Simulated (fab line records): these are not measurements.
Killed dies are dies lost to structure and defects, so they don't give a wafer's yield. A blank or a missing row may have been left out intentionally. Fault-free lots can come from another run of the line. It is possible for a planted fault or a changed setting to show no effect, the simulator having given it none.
fab line records | flow n5_finfet
record: lots: 9 | wafers: 27 | last_day: 17
route steps=1938 shown ZERO_LAYER@17 WELL_APT@29 PMOS_HMC_CHANNEL_EPI@65 BEOL_M4@1111
lots untouched by any fault: they come from a run of this same line in which no faults occurred
start_h: the number of hours between the record's first day and the start of the first shown wafer of the lot | wait_h: hours elapsed since this lot's preceding step | " repeats the value in the row above | L1.1+2: a row that stands for several wafers | - no value present, or no start provided | * or withheld: withheld | < > ~ a bound
route shown NAME@n: a module of which the file shows steps, and the number in the route of the first | usual: mean/standard deviation of fault-free wafers | same: alike in all rows | chamber/n: place in a boat | sites: readings site by site | _std_site: the standard deviation of these | _edge_site: outer sites' mean less inner sites' | radius_mm: how far each site lies from the wafer's centre | mask NAME#n: copy n | behind: the most recent tool/chamber to have shaped the wafer | hold: why the lot was held/for how many hours/how that ended | device: which transistor (n, p or np) failed to switch | end of line: tests of these same wafers at the route's end | a step with no rows: only its recipe | killed: at the first sort, the dies lost to defects and structure; wafer yield is something else | map: per-die view of a wafer (x killed, . not killed, _ where there is no die)
set.NAME: the run value of the setting; set.NAME@STEP: its run value at that earlier step | model.NAME: the simulator's own value behind a step, which no gauge read
a sample of lots followed through the steps of the route, with each step as a table and each wafer as a row
services: a tool's chamber out of use, with start hour (start_h, from the record's first day; less than 0 if before it), hours out, and reason
== steps ==
step: N5_ZERO_LAYER_STRIP_24
recipe: chemistry: O2 | power_w: 1000 | temp_c: 250 | overash_fraction: 0.3 | pressure_mtorr: 1000 | o2_flow_sccm: 6750
usual: drypump_motor_current_A: 5.6/0.6 | heater_power_w: 324/19 | oes_product_au: 0.647/0.0047 | strip_time_to_endpoint_s: 43.88/0.092
lot.wafer | tool            | chamber | start_h | wait_h | drypump_motor_current_A | heater_power_w | oes_product_au | rf_hours_counter_h | strip_time_to_endpoint_s
L709.1    | plasma_asher-02 | 1       | 66.89   | 0.1    | 5.5                     | 348            | 0.650          | 33                 | 43.89
L709.3    | "               | 1       | "       | "      | 5.5                     | 361            | 0.645          | -                  | 43.88
L709.5    | "               | 0       | "       | "      | 6.4                     | 312            | 0.636          | -                  | 43.92
L713.3    | plasma_asher-02 | 0       | 90.93   | 0.1    | 6.4                     | 304            | 0.650          | -                  | 43.89
L713.5    | "               | 0       | "       | "      | 6.4                     | 307            | 0.648          | -                  | 43.91
L713.6    | "               | 1       | "       | "      | 5.5                     | 355            | 0.644          | -                  | 43.93
L714.1    | plasma_asher-01 | 1       | 97.57   | 0.1    | 4.7                     | 324            | 0.647          | 90                 | 44.11
L714.3    | "               | 1       | "       | "      | 4.7                     | 328            | 0.654          | -                  | 44.13
L714.4    | "               | 0       | "       | "      | 5.7                     | 323            | 0.644          | -                  | 43.99
L715.1    | plasma_asher-02 | 1       | 103.05  | 0.1    | 5.5                     | 351            | 0.640          | 40                 | 43.95
L715.3    | "               | 1       | "       | "      | 5.5                     | 349            | 0.651          | -                  | 44.02
L715.6    | "               | 0       | "       | "      | 6.4                     | 294            | 0.649          | -                  | 43.87
L717.1    | plasma_asher-01 | 1       | 114.97  | 0.1    | 4.7                     | 314            | 0.650          | 93                 | 43.97
L717.5    | "               | 0       | "       | "      | 5.7                     | 318            | 0.646          | -                  | 43.83
L717.6    | "               | 1       | "       | "      | 4.7                     | 323            | 0.654          | -                  | 43.97
L718.1    | plasma_asher-01 | 0       | 121.31  | 0.1    | 5.7                     | 320            | 0.656          | 94                 | 43.97
L718.2    | "               | 1       | "       | "      | 4.7                     | 312            | 0.647          | 94                 | 43.94
L718.3    | "               | 1       | "       | "      | 4.7                     | 319            | 0.647          | -                  | 43.90
L720.2    | plasma_asher-01 | 0       | 133.03  | 0.1    | 5.7                     | 324            | 0.652          | 97                 | 43.88
L720.4    | "               | 1       | "       | "      | 4.7                     | 319            | 0.648          | -                  | 43.86
L720.6    | "               | 1       | "       | "      | 4.7                     | 312            | 0.642          | -                  | 43.97
L722.2    | plasma_asher-01 | 0       | 145.03  | 0.1    | 5.7                     | 324            | 0.646          | 99                 | 43.96
L722.4    | "               | 0       | "       | "      | 5.7                     | 320            | 0.646          | -                  | 43.95
L722.6    | "               | 1       | "       | "      | 4.7                     | 325            | 0.641          | -                  | 43.99
L723.3    | plasma_asher-02 | 1       | 150.91  | 0.1    | 5.5                     | 355            | 0.650          | -                  | 44.01
L723.4    | "               | 0       | "       | "      | 6.4                     | 301            | 0.647          | -                  | 43.87
L723.5    | "               | 1       | "       | "      | 5.5                     | 349            | 0.648          | -                  | 43.92
step: N5_ZERO_LAYER_INSPECT_20
recipe: inspect_instrument: darkfield | mode: post_clean
usual: raw_defect_count: 34/15
lot.wafer | tool              | chamber | start_h | wait_h | raw_defect_count
L709.1    | defect_inspect-02 | -       | 67.26   | 0.0    | 46
L709.3    | "                 | -       | "       | "      | 34
L709.5    | "                 | -       | "       | "      | 32
L713.3    | defect_inspect-02 | -       | 91.48   | 0.2    | 30
L713.5    | "                 | -       | "       | "      | 20
L713.6    | "                 | -       | "       | "      | 32
L714.1    | defect_inspect-02 | -       | 97.93   | 0.0    | 72
L714.3    | "                 | -       | "       | "      | 35
L714.4    | "                 | -       | "       | "      | 58
L715.1    | defect_inspect-02 | -       | 103.44  | 0.0    | 39
L715.3    | "                 | -       | "       | "      | 18
L715.6    | "                 | -       | "       | "      | 25
L717.1    | defect_inspect-01 | -       | 115.33  | 0.0    | 16
L717.5    | "                 | -       | "       | "      | 33
L717.6    | "                 | -       | "       | "      | 25
L718.1    | defect_inspect-02 | -       | 121.67  | 0.0    | 948
L718.2    | "                 | -       | "       | "      | 972
L718.3    | "                 | -       | "       | "      | 979
L720.2    | defect_inspect-01 | -       | 133.42  | 0.0    | 929
L720.4    | "                 | -       | "       | "      | 985
L720.6    | "                 | -       | "       | "      | 942
L722.2    | defect_inspect-02 | -       | 145.39  | 0.0    | 1000
L722.4    | "                 | -       | "       | "      | 961
L722.6    | "                 | -       | "       | "      | 987
L723.3    | defect_inspect-02 | -       | 151.28  | 0.0    | 54
L723.4    | "                 | -       | "       | "      | 46
L723.5    | "                 | -       | "       | "      | 57
step: N5_WELL_APT_OVL_MEAS_09
recipe: points_per_wafer: 44
usual: NWELL_OVL: 2/6.4
same: points_per_wafer: 44
lot.wafer | tool       | chamber | start_h | wait_h | NWELL_OVL[nm]
L709.1    | overlay-02 | 0       | 67.59   | 0.0    | 10
L709.3    | "          | 0       | "       | "      | 8
L709.5    | "          | 0       | "       | "      | 7
L713.3    | overlay-01 | 0       | 91.94   | 0.0    | -4
L713.5    | "          | 0       | "       | "      | 1
L713.6    | "          | 0       | "       | "      | -7
L714.1    | overlay-02 | 0       | 98.39   | 0.0    | 6
L714.3    | "          | 0       | "       | "      | 9
L714.4    | "          | 0       | "       | "      | 6
L715.1    | overlay-01 | 0       | 103.89  | 0.0    | -3
L715.3    | "          | 0       | "       | "      | 5
L715.6    | "          | 0       | "       | "      | -7
L717.1    | overlay-02 | 0       | 115.66  | 0.0    | 8
L717.5    | "          | 0       | "       | "      | 5
L717.6    | "          | 0       | "       | "      | 8
L718.1    | overlay-02 | 0       | 122.00  | 0.0    | -11
L718.2    | "          | 0       | "       | "      | 2
L718.3    | "          | 0       | "       | "      | -5
L720.2    | overlay-02 | 0       | 133.88  | 0.0    | 7
L720.4    | "          | 0       | "       | "      | 5
L720.6    | "          | 0       | "       | "      | -1
L722.2    | overlay-02 | 0       | 145.72  | 0.0    | 4
L722.4    | "          | 0       | "       | "      | 7
L722.6    | "          | 0       | "       | "      | 9
L723.3    | overlay-02 | 0       | 151.97  | 0.0    | 6
L723.4    | "          | 0       | "       | "      | 5
L723.5    | "          | 0       | "       | "      | 10
step: N5_WELL_APT_INSPECT_10
recipe: mode: adi | inspect_instrument: macro
usual: raw_defect_count: 2.0/1.5
lot.wafer | tool              | chamber | start_h | wait_h | raw_defect_count
L709.1    | defect_inspect-02 | -       | 67.61   | 0.0    | 3
L709.3    | "                 | -       | "       | "      | 2
L709.5    | "                 | -       | "       | "      | 0
L713.3    | defect_inspect-02 | -       | 91.97   | 0.0    | 3
L713.5    | "                 | -       | "       | "      | 1
L713.6    | "                 | -       | "       | "      | 1
L714.1    | defect_inspect-02 | -       | 98.41   | 0.0    | 3
L714.3    | "                 | -       | "       | "      | 1
L714.4    | "                 | -       | "       | "      | 1
L715.1    | defect_inspect-02 | -       | 103.92  | 0.0    | 1
L715.3    | "                 | -       | "       | "      | 1
L715.6    | "                 | -       | "       | "      | 2
L717.1    | defect_inspect-01 | -       | 115.69  | 0.0    | 2
L717.5    | "                 | -       | "       | "      | 5
L717.6    | "                 | -       | "       | "      | 3
L718.1    | defect_inspect-01 | -       | 122.03  | 0.0    | >300
L718.2    | "                 | -       | "       | "      | >300
L718.3    | "                 | -       | "       | "      | >300
L720.2    | defect_inspect-01 | -       | 133.91  | 0.0    | >300
L720.4    | "                 | -       | "       | "      | >300
L720.6    | "                 | -       | "       | "      | >300
L722.2    | defect_inspect-02 | -       | 145.75  | 0.0    | >300
L722.4    | "                 | -       | "       | "      | >300
L722.6    | "                 | -       | "       | "      | >300
L723.3    | defect_inspect-02 | -       | 151.99  | 0.0    | 3
L723.4    | "                 | -       | "       | "      | 1
L723.5    | "                 | -       | "       | "      | 2
step: N5_WELL_APT_DESCUM_30
recipe: chemistry: O2 | time_s: 7.9 | source_power_w: 50 | bias_power_w: 20 | pressure_mtorr: 20 | rf_frequency_hz: 2.712e+07 | temp_c: 40 | o2_flow_sccm: 225
usual: drypump_motor_current_A: 5.6/0.48 | oes_product_au: 0.74/0.067 | rf_vpp_V: 243.1/1.1 | showerhead_plenum_p_Torr: 2.09/0.065 | throttle_valve_pct: 20.48/0.26
lot.wafer | tool        | chamber | start_h | wait_h | drypump_motor_current_A | oes_product_au | rf_hours_counter_h | rf_vpp_V | showerhead_plenum_p_Torr | throttle_valve_pct
L709.1    | rie_diel-04 | 2       | 69.00   | 0.0    | 6.5                     | 0.70           | 224                | 241.3    | 1.98                     | 20.66
L709.3    | "           | 1       | "       | "      | 5.6                     | 0.72           | 172                | 242.6    | 2.08                     | 20.34
L709.5    | "           | 1       | "       | "      | 5.6                     | 0.73           | -                  | 243.2    | 2.08                     | 20.33
L713.3    | rie_diel-06 | 1       | 93.32   | 0.1    | 5.3                     | 0.71           | 199                | 244.1    | 2.06                     | 20.37
L713.5    | "           | 2       | "       | "      | 5.4                     | 0.71           | -                  | 242.7    | 2.06                     | 20.60
L713.6    | "           | 3       | "       | "      | 6.8                     | 0.76           | -                  | 245.3    | 2.19                     | 20.54
L714.1    | rie_diel-06 | 1       | 99.59   | 0.0    | 5.3                     | 0.71           | 201                | 243.7    | 2.06                     | 20.38
L714.3    | "           | 0       | "       | "      | 5.5                     | 0.78           | 114                | 245.7    | 2.19                     | 20.51
L714.4    | "           | 2       | "       | "      | 5.4                     | 0.70           | -                  | 241.5    | 2.06                     | 20.61
L715.1    | rie_diel-06 | 1       | 105.26  | 0.1    | 5.3                     | 0.71           | 202                | 242.1    | 2.06                     | 20.37
L715.3    | "           | 3       | "       | "      | 6.8                     | 0.77           | 144                | 243.7    | 2.19                     | 20.56
L715.6    | "           | 1       | "       | "      | 5.3                     | 0.71           | -                  | 242.4    | 2.06                     | 20.38
L717.1    | rie_diel-01 | 3       | 117.31  | 0.2    | 5.8                     | 0.97           | 8                  | 245.0    | 2.15                     | 20.32
L717.5    | "           | 2       | "       | "      | 5.5                     | 0.75           | -                  | 242.7    | 2.09                     | 20.21
L717.6    | "           | 0       | "       | "      | 5.3                     | 0.68           | -                  | 245.1    | 2.15                     | 20.96
L718.1    | rie_diel-04 | 3       | 123.73  | 0.5    | 5.6                     | 0.76           | 167                | 241.9    | 2.00                     | 20.13
L718.2    | "           | 1       | "       | "      | 5.6                     | 0.70           | 193                | 242.4    | 2.08                     | 20.36
L718.3    | "           | 0       | "       | "      | 5.6                     | 0.70           | 220                | 242.2    | 2.08                     | 20.84
L720.2    | rie_diel-01 | 2       | 135.35  | 0.0    | 5.5                     | 0.73           | 158                | 243.7    | 2.09                     | 20.23
L720.4    | "           | 3       | "       | "      | 5.8                     | 0.94           | -                  | 244.3    | 2.15                     | 20.35
L720.6    | "           | 1       | "       | "      | 4.8                     | 0.97           | -                  | 241.4    | 2.05                     | 20.05
L722.2    | rie_diel-04 | 3       | 147.19  | 0.0    | 5.6                     | 0.75           | 176                | 241.9    | 1.99                     | 20.15
L722.4    | "           | 3       | "       | "      | 5.6                     | 0.75           | -                  | 243.2    | 1.99                     | 20.16
L722.6    | "           | 1       | "       | "      | 5.6                     | 0.71           | -                  | 243.5    | 2.07                     | 20.38
L723.3    | rie_diel-06 | 3       | 153.34  | 0.0    | 6.8                     | 0.75           | 162                | 243.5    | 2.18                     | 20.55
L723.4    | "           | 1       | "       | "      | 5.3                     | 0.70           | -                  | 244.4    | 2.06                     | 20.41
L723.5    | "           | 0       | "       | "      | 5.5                     | 0.77           | -                  | 244.1    | 2.18                     | 20.53
step: N5_WELL_APT_INSPECT_38
recipe: inspect_instrument: darkfield | mode: post_epi
usual: raw_defect_count: 13/5.1
lot.wafer | tool              | chamber | start_h | wait_h | raw_defect_count
L709.1    | defect_inspect-01 | -       | 70.91   | 0.7    | 13
L709.3    | "                 | -       | "       | "      | 17
L709.5    | "                 | -       | "       | "      | 14
L713.3    | defect_inspect-02 | -       | 95.80   | 0.6    | 6
L713.5    | "                 | -       | "       | "      | 7
L713.6    | "                 | -       | "       | "      | 9
L714.1    | defect_inspect-02 | -       | 101.33  | 0.5    | 9
L714.3    | "                 | -       | "       | "      | 7
L714.4    | "                 | -       | "       | "      | 9
L715.1    | defect_inspect-01 | -       | 107.52  | 0.9    | 21
L715.3    | "                 | -       | "       | "      | 10
L715.6    | "                 | -       | "       | "      | 11
L717.1    | defect_inspect-01 | -       | 119.43  | 0.9    | 25
L717.5    | "                 | -       | "       | "      | 25
L717.6    | "                 | -       | "       | "      | 22
L718.1    | defect_inspect-01 | -       | 127.71  | 1.2    | 927
L718.2    | "                 | -       | "       | "      | 960
L718.3    | "                 | -       | "       | "      | 954
L720.2    | defect_inspect-01 | -       | 137.66  | 0.7    | 918
L720.4    | "                 | -       | "       | "      | 959
L720.6    | "                 | -       | "       | "      | 937
L722.2    | defect_inspect-02 | -       | 148.92  | 0.4    | 956
L722.4    | "                 | -       | "       | "      | 917
L722.6    | "                 | -       | "       | "      | 947
L723.3    | defect_inspect-02 | -       | 155.22  | 0.4    | 11
L723.4    | "                 | -       | "       | "      | 6
L723.5    | "                 | -       | "       | "      | 13
step: N5_PMOS_HMC_CHANNEL_EPI_CD_MEAS_09
recipe: target_cd_nm: 237.4 | landing_energy_ev: 500 | detector: se_inlens
usual: cd_nm: 237.6/0.96
lot.wafer | tool      | chamber | start_h | wait_h | cd_nm
L709.1    | cd_sem-03 | 0       | 71.35   | -      | 237.5
L709.3    | "         | 0       | "       | "      | 237.8
L709.5    | "         | 0       | "       | "      | 238.1
L713.3    | cd_sem-03 | 0       | 96.24   | -      | 234.8
L713.5    | "         | 0       | "       | "      | 235.4
L713.6    | "         | 0       | "       | "      | 235.7
L714.1    | cd_sem-02 | 0       | 101.77  | -      | 237.2
L714.3    | "         | 0       | "       | "      | 236.3
L714.4    | "         | 0       | "       | "      | 237.8
L715.1    | cd_sem-02 | 0       | 107.96  | -      | 237.4
L715.3    | "         | 0       | "       | "      | 237.1
L715.6    | "         | 0       | "       | "      | 236.2
L717.1    | cd_sem-02 | 0       | 119.87  | -      | 238.0
L717.5    | "         | 0       | "       | "      | 239.1
L717.6    | "         | 0       | "       | "      | 237.5
L718.1    | cd_sem-02 | 0       | 128.15  | -      | 237.8
L718.2    | "         | 0       | "       | "      | 237.3
L718.3    | "         | 0       | "       | "      | 236.5
L720.2    | cd_sem-02 | 0       | 138.10  | -      | 238.0
L720.4    | "         | 0       | "       | "      | 237.9
L720.6    | "         | 0       | "       | "      | 236.7
L722.2    | cd_sem-02 | 0       | 149.37  | -      | 237.0
L722.4    | "         | 0       | "       | "      | 237.1
L722.6    | "         | 0       | "       | "      | 238.2
L723.3    | cd_sem-03 | 0       | 155.53  | -      | 237.6
L723.4    | "         | 0       | "       | "      | 237.9
L723.5    | "         | 0       | "       | "      | 238.1
step: N5_BEOL_M4_RC_MEAS_101
usual: DIBL_N: 36.4/1.5 | DIBL_P: 36.6/1.9 | IOFF_N: 0.155/0.021 | IOFF_P: 0.211/0.028 | ION_N: 671/8.6 | ION_P: 462/5.8 | SS_N: 71.5/0.5 | SS_P: 73.4/0.58 | VT_N: 250.1/2.4 | VT_P: -250.1/3
lot.wafer | tool      | chamber | start_h | wait_h | DIBL_N[mV/V] | DIBL_P[mV/V] | IOFF_N[nA/um] | IOFF_P[nA/um] | ION_N[uA/um] | ION_P[uA/um] | SS_N[mV/dec] | SS_P[mV/dec] | VT_N[mV] | VT_P[mV]
L709.1    | prober-02 | 0       | 224.30  | 0.0    | 37.3         | 36.8         | 0.157         | 0.208         | 676          | 460          | 71.5         | 73.1         | 250.6    | -246.9
L709.3    | "         | 0       | "       | "      | 36.9         | 34.5         | 0.142         | 0.175         | 670          | 454          | 71.5         | 72.3         | 249.8    | -251.8
L709.5    | "         | 0       | "       | "      | 38.4         | 37.2         | 0.170         | 0.222         | 679          | 466          | 71.0         | 73.1         | 250.6    | -248.8
L714.1    | prober-02 | 0       | 244.49  | 0.0    | 36.9         | 36.7         | 0.175         | 0.236         | 675          | 459          | 70.7         | 73.8         | 246.6    | -248.5
L714.3    | "         | 0       | "       | "      | 36.0         | 35.0         | 0.158         | 0.202         | 670          | 460          | 71.4         | 73.5         | 248.5    | -249.7
L714.4    | "         | 0       | "       | "      | 34.8         | 33.6         | 0.136         | 0.183         | 655          | 455          | 71.3         | 72.8         | 252.5    | -252.3
L713.3    | prober-01 | 0       | 244.51  | 0.3    | 36.8         | 35.7         | 0.153         | 0.200         | 669          | 461          | 71.3         | 73.3         | 250.2    | -250.9
L713.5    | "         | 0       | "       | "      | 36.4         | 34.3         | 0.132         | 0.178         | 669          | 457          | 71.5         | 72.7         | 254.0    | -251.9
L713.6    | "         | 0       | "       | "      | 37.2         | 35.9         | 0.162         | 0.203         | 672          | 461          | 72.4         | 72.8         | 247.5    | -250.6
L715.1    | prober-02 | 0       | 253.13  | 0.0    | 36.7         | 36.3         | 0.153         | 0.211         | 667          | 461          | 71.8         | 73.5         | 250.2    | -251.3
L715.3    | "         | 0       | "       | "      | 37.1         | 36.5         | 0.157         | 0.212         | 678          | 467          | 71.4         | 73.0         | 248.7    | -250.3
L715.6    | "         | 0       | "       | "      | 37.5         | 38.4         | 0.169         | 0.252         | 690          | 474          | 71.5         | 74.4         | 245.7    | -248.6
L717.1    | prober-01 | 0       | 268.67  | 0.0    | 37.4         | 37.4         | 0.165         | 0.216         | 673          | 456          | 72.4         | 73.7         | 249.8    | -250.1
L717.5    | "         | 0       | "       | "      | 37.3         | 37.3         | 0.157         | 0.215         | 661          | 459          | 72.3         | 73.1         | 250.2    | -250.8
L717.6    | "         | 0       | "       | "      | 37.6         | 37.9         | 0.167         | 0.225         | 669          | 466          | 71.7         | 73.4         | 250.1    | -247.8
L718.1    | prober-02 | 0       | 277.96  | 0.0    | 36.0         | 38.0         | 0.171         | 0.222         | 670          | 463          | 71.5         | 73.3         | 250.0    | -248.7
L718.2    | "         | 0       | "       | "      | 34.9         | 37.0         | 0.152         | 0.204         | 670          | 466          | 71.0         | 72.7         | 250.4    | -249.4
L718.3    | "         | 0       | "       | "      | 35.9         | 38.0         | 0.169         | 0.232         | 677          | 467          | 71.0         | 73.0         | 249.7    | -247.9
L720.2    | prober-01 | 0       | 284.11  | 0.2    | 36.3         | 36.7         | 0.151         | 0.195         | 665          | 456          | 71.5         | 73.4         | 249.9    | -251.6
L720.4    | "         | 0       | "       | "      | 37.1         | 38.9         | 0.177         | 0.230         | 673          | 466          | 71.9         | 74.6         | 247.2    | -249.3
L720.6    | "         | 0       | "       | "      | 36.7         | 37.9         | 0.158         | 0.207         | 665          | 453          | 72.0         | 74.0         | 250.0    | -247.9
L722.2    | prober-01 | 0       | 297.41  | 0.2    | 32.6         | 33.7         | 0.128         | 0.168         | 670          | 469          | 71.4         | 72.8         | 252.5    | -250.6
L722.4    | "         | 0       | "       | "      | 34.9         | 35.5         | 0.152         | 0.209         | 677          | 471          | 71.3         | 73.7         | 249.9    | -246.6
L722.6    | "         | 0       | "       | "      | 34.2         | 34.8         | 0.143         | 0.188         | 679          | 467          | 71.7         | 73.1         | 251.6    | -253.1
L723.3    | prober-02 | 0       | 308.56  | 0.3    | 37.5         | 37.3         | 0.160         | 0.168         | 675          | 452          | 72.1         | 73.6         | 248.8    | -257.4
L723.4    | "         | 0       | "       | "      | 36.8         | 37.3         | 0.155         | 0.173         | 675          | 458          | 70.9         | 73.6         | 248.2    | -256.5
L723.5    | "         | 0       | "       | "      | 38.2         | 38.1         | 0.175         | 0.183         | 691          | 461          | 71.8         | 73.1         | 247.3    | -256.1
== services ==
tool            | chamber | start_h | hours | kind
plasma_asher-01 | -       | 44.59   | 4.1   | repair
rie_diel-04     | 1       | 57.67   | 9.6   | repair
rie_diel-01     | 3       | 80.03   | -     | clean
rie_diel-01     | 3       | 80.03   | -     | consumable_replace:focus_ring
rie_diel-01     | 3       | 80.03   | 17.7  | scheduled_down
rie_diel-01     | 3       | 80.03   | 17.7  | vent_cycle
rie_diel-01     | 1       | 86.89   | 2.2   | repair
rie_diel-06     | 3       | 95.74   | 5.3   | repair
rie_diel-06     | 1       | 102.17  | 2.4   | repair
rie_diel-01     | -       | 104.58  | 0.5   | repair
rie_diel-01     | 1       | 107.44  | -     | clean
rie_diel-01     | 1       | 107.44  | -     | consumable_replace:focus_ring
rie_diel-01     | 1       | 107.44  | 16.2  | scheduled_down
rie_diel-06     | 0       | 118.56  | 6.0   | repair
rie_diel-04     | 2       | 135.03  | -     | clean
rie_diel-04     | 2       | 135.03  | -     | consumable_replace:focus_ring
rie_diel-04     | 2       | 135.03  | -     | consumable_replace:showerhead
rie_diel-04     | 2       | 135.03  | 19.1  | scheduled_down
rie_diel-04     | 2       | 135.03  | 19.1  | vent_cycle
rie_diel-06     | 2       | 150.22  | -     | clean
rie_diel-06     | 2       | 150.22  | -     | consumable_replace:focus_ring
rie_diel-06     | 2       | 150.22  | 14.8  | scheduled_down
rie_diel-06     | 2       | 150.22  | 14.8  | vent_cycle
plasma_asher-01 | -       | 151.40  | 9.6   | repair
== key ==
first_sign: step: N5_ZERO_LAYER_INSPECT_20 | reading: raw_defect_count | direction: up | sigmas: 62 | usual: 34 | struck: 967
effect: step: N5_WELL_APT_INSPECT_10 | reading: raw_defect_count | direction: up | sigmas: 99+ | usual: 2.0 | struck: >300
effect: step: N5_WELL_APT_INSPECT_38 | reading: raw_defect_count | direction: up | sigmas: 99+ | usual: 13 | struck: 942
met_at N5_ZERO_LAYER_STRIP_24
struck_lots L718,L720,L722
rows_end L718.1,L718.2,L718.3,L720.2,L720.4,L720.6,L722.2,L722.4,L722.6
not_acting_at N5_WELL_APT_OVL_MEAS_09,N5_WELL_APT_DESCUM_30,N5_PMOS_HMC_CHANNEL_EPI_CD_MEAS_09
onset_between 114.97 121.31
fault: kind: chamber_particle_source | tool: plasma_asher-01 | chamber: - | onset_h: 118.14 | steps: N5_ZERO_LAYER_STRIP_24 | rate_per_visit_cm2: 1.4449
rows_end: these wafers met a further fault down the route, and their rows from its step on are left out
